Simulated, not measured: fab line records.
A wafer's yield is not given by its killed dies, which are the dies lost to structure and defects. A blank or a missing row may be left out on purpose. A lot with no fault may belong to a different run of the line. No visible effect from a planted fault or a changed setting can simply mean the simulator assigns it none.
Matching of chambers | flow nandHarc | NHARC_P_GATE_ETCH_32 on rieSi-02: 4 sister chambers
The step etches the open film in HBr/Cl2, target depth 150 nm, time 100.1 s. 14 wafers are shown with their chamber, then 7 later ones without.

## EACH WAFER AND ITS CHAMBER
wafer  | chamber | oesProductAu (a.u.) | rfFwdPowerW (W) | throttleValvePct (%)
L388.1 | 0       | 1.009               | 396.2           | 26.414
L388.4 | 3       | 0.982               | 396.3           | 26.398
L388.5 | 3       | 0.991               | 397.3           | 26.418
L389.1 | 3       | 0.997               | 395.6           | 26.402
L389.4 | 1       | 0.985               | 395.6           | 26.414
L389.6 | 1       | 0.991               | 393.9           | 26.389
L391.2 | 0       | 1.005               | 399.2           | 26.404
L391.4 | 3       | 1.000               | 398.0           | 26.417
L391.6 | 3       | 1.001               | 397.5           | 26.414
L397.4 | 2       | 0.991               | 395.9           | 26.392
L397.5 | 3       | 0.999               | 398.8           | 26.403
L397.6 | 0       | 1.003               | 396.9           | 26.406
L398.1 | 2       | 1.000               | 395.2           | 26.405
L398.4 | 0       | 1.005               | 395.0           | 26.407

SIGNATURES, as means of the wafers listed above
reading          | chamber 0 | chamber 1 | chamber 2 | chamber 3 | scatter within a chamber
oesProductAu     | 1.00550   | 0.98800   | 0.99550   | 0.99500   | 0.00586
rfFwdPowerW      | 396.825   | 394.750   | 395.550   | 397.250   | 1.33
throttleValvePct | 26.40775  | 26.40150  | 26.39850  | 26.40867  | 0.00911
Rule: a wafer lies at a distance from a chamber equal to the root of the sum of squares, over the readings, of (its reading less the chamber's mean, divided by the reading's scatter). If the next closest chamber is less than 2 further off than the closest, the wafer can't be placed; otherwise it belongs to the closest. The scatter: the root of (the sum of the squares of (reading less its chamber's mean) over the shown wafers, divided by (wafers less chambers)).

## WAFERS WHOSE CHAMBER IS MISSING
wafer  | oesProductAu (a.u.) | rfFwdPowerW (W) | throttleValvePct (%)
L398.6 | 0.999               | 395.5           | 26.396
L404.2 | 0.999               | 396.8           | 26.401
L404.3 | 0.997               | 395.5           | 26.409
L404.6 | 0.988               | 397.2           | 26.399
L405.3 | 0.992               | 396.7           | 26.415
L405.5 | 0.996               | 399.4           | 26.417
L405.6 | 0.996               | 397.7           | 26.415

## EACH ONE'S CHAMBER
wafer  | from the rows above               | in truth
L398.6 | can't be placed: 2 or 0 or 3 or 1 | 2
L404.2 | can't be placed: 3 or 2 or 0 or 1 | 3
L404.3 | can't be placed: 2 or 3 or 0 or 1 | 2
L404.6 | can't be placed: 3 or 2 or 1 or 0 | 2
L405.3 | can't be placed: 3 or 2 or 1 or 0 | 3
L405.5 | can't be placed: 3 or 0 or 2      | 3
L405.6 | can't be placed: 3 or 0 or 2      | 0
Correct placement for 0 of the 7. Unplaceable from these rows: 7, with the true chamber sitting among the candidates in 7. Placed wrongly: 0.
